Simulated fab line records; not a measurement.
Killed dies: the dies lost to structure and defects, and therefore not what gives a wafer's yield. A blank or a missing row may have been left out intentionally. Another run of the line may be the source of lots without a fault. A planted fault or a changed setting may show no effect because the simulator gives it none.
The same fault as seen by 2 desks / flow n5-finfet / every desk sees just its own numbers, and what lay behind them comes last

FOR THE TOOL OWNER'S DESK: rie-diel-03
The tool's own readings at N5_BEOL_M2_ETCH_69 (etches SiARC in CF4, target depth 15.6 nm, time 26 s): means of the sampled wafers that have a number, for each lot that ran on this tool. If a lot's mean is further than 4 standard deviations from the usual mean, the lot is out of limits and carries the mark OUT (the distance appears in the brackets).
Columns: A = drypump-motor-current-A at N5_BEOL_M2_ETCH_69, usual 5.6 A; B = etch-rf-on-time-s at N5_BEOL_M2_ETCH_69, usual 25.7 s; C = oes-product-au at N5_BEOL_M2_ETCH_69, usual 0.68 a.u.; D = rf-fwd-power-W at N5_BEOL_M2_ETCH_69, usual 532.7 W; E = rf-vpp-V at N5_BEOL_M2_ETCH_69, usual 184.0 V; F = showerhead-plenum-p-Torr at N5_BEOL_M2_ETCH_69, usual 2.13 Torr; G = throttle-valve-pct at N5_BEOL_M2_ETCH_69, usual 15.5 %
lot=L871; first seen here=day 7 00:50; A=5.8; B=25.7; C=0.67; D=532.1; E=184.7; F=2.14; G=15.6
lot=L872; first seen here=day 7 02:05; A=5.4; B=25.1; C=0.81; D=531.2; E=184.7; F=2.17; G=15.1
lot=L876; first seen here=day 8 11:11; A=5.5; B=26.0; C=0.64; D=532.0; E=183.8; F=2.12; G=15.7
lot=L879; first seen here=day 8 19:35; A=6.0; B=15.2 (-18) OUT; C=0.97; D=530.7; E=184.8; F=2.16; G=15.5
lot=L881; first seen here=day 9 19:07; A=5.3; B=19.8 (-9.8) OUT; C=0.94; D=531.2; E=184.7; F=2.17; G=15.2
Finding of this desk: L879, L881 out of limits; the first was L879 at day 8 19:35, on etch-rf-on-time-s at N5_BEOL_M2_ETCH_69. Within limits: L871, L872, L876.

AT THE METROLOGY DESK
What the gauges read for every lot (on any tool): the sampled wafers with a number, averaged. If a lot's mean is further than 4 standard deviations from the usual mean, the lot is out of limits and carries the mark OUT (the distance appears in the brackets). It has 11 readings; the 7 that lie furthest out on some lot are the ones shown.
Columns: A = DIBL_N at N5_BEOL_M4_RC_MEAS_101, usual 36.2 mV/V; B = IOFF_P at N5_BEOL_M4_RC_MEAS_101, usual 0.22 nA/um; C = ION_N at N5_BEOL_M4_RC_MEAS_101, usual 675 uA/um; D = ION_P at N5_BEOL_M4_RC_MEAS_101, usual 465 uA/um; E = SS_P at N5_BEOL_M4_RC_MEAS_101, usual 73.2 mV/dec; F = VT_N at N5_BEOL_M4_RC_MEAS_101, usual 250 mV; G = VT_P at N5_BEOL_M4_RC_MEAS_101, usual -249 mV
lot=L871; first seen here=day 6 23:57; A=35.3; B=0.24; C=667; D=467; E=73.6; F=252; G=-247
lot=L872; first seen here=day 7 01:30; A=35.6; B=0.19; C=678; D=465; E=72.4; F=249; G=-250
lot=L876; first seen here=day 8 10:31; A=35.4; B=0.22; C=673; D=467; E=73.0; F=248; G=-249
lot=L879; first seen here=day 8 18:56; A=37.6; B=0.25; C=678; D=472; E=73.7; F=244; G=-247
lot=L881; first seen here=day 9 18:30; A=33.7; B=0.21; C=664; D=468; E=72.3; F=252; G=-248
lot=L882; first seen here=day 10 09:48; A=36.4; B=0.28; C=698; D=481; E=73.5; F=247; G=-244
lot=L886; first seen here=day 10 16:41; A=34.8; B=0.20; C=665; D=462; E=72.0; F=252; G=-248
lot=L887; first seen here=day 10 21:23; A=38.1; B=0.23; C=685; D=467; E=73.7; F=247; G=-248
lot=L888; first seen here=day 11 04:53; A=36.8; B=0.20; C=678; D=464; E=73.8; F=250; G=-252
lot=L891; first seen here=day 11 16:26; A=37.9; B=0.19; C=672; D=453; E=73.8; F=255; G=-253
This desk's verdict: no lot among the 10 shows anything out of limits.

BROUGHT TOGETHER
At day 8 19:35, on L879, L881, the tool owner's desk was in a position to raise an alarm.
Nothing out of limits was seen by the metrology desk.
The metrology desk holds a record of L879, L881, inside its limits.
The lots listed all ran N5_BEOL_M2_ETCH_69 on rie-diel-03.

WHAT WAS PUT IN BY THE SIMULATOR
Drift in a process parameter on rie-diel-03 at N5_BEOL_M2_ETCH_69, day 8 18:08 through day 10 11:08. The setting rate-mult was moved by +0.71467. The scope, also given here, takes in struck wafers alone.
Struck lots among those shown: L879, L881.
How many hours passed from the start of the fault until each desk's first out-of-limits reading: the tool owner's desk, 1.
